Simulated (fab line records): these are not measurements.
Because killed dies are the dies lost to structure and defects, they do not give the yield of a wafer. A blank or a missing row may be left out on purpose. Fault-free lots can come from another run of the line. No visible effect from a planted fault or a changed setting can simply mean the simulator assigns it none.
Chamber matching	flow n5 finfet	3 sister chambers for N5_BEOL_M1_PECVD_72 on pecvd-02
The step deposits SiO2 from TEOS/O2, target thk 16 nm, time 18 s. 6 wafers are shown with their chamber, then 9 later ones without.

## WAFERS PAIRED WITH THEIR CHAMBERS
wafer	chamber	throttle valve pct (%)	showerhead plenum p Torr (Torr)
L087.1	1	23.6	8.86
L087.2	0	21.7	8.75
L087.3	2	19.6	8.77
L089.4	2	19.8	8.74
L089.5	1	23.3	8.82
L089.6	0	22.0	8.74

## WAFERS WITH NO CHAMBER GIVEN
wafer	throttle valve pct (%)	showerhead plenum p Torr (Torr)
L091.1	19.8	8.78
L091.3	23.3	8.84
L091.6	23.3	8.85
L095.2	23.2	8.82
L095.4	21.9	8.74
L095.5	23.3	8.84
L097.2	23.4	8.85
L097.3	19.7	8.77
L097.5	23.1	8.83

## THE CHAMBER EACH PASSED THROUGH
wafer	from the rows above	in truth
L091.1	2	2
L091.3	1	1
L091.6	1	1
L095.2	1	1
L095.4	0	0
L095.5	1	1
L097.2	1	1
L097.3	2	2
L097.5	1	1
Correct placement for 9 of the 9. Number that these rows cannot place: 0. Wrongly placed: 0.
How it was worked out, from the rows above alone: a wafer's distance from a chamber is the root of the sum, over the readings, of the square of ((its reading less the chamber's mean) divided by the reading's scatter). The wafer belongs to the nearest chamber; if the next one is less than 2 further off, it can't be placed. A chamber's mean is the mean of its shown wafers. The scatter: the root of (the sum of the squares of (reading less its chamber's mean) over the shown wafers, divided by (wafers less chambers)).
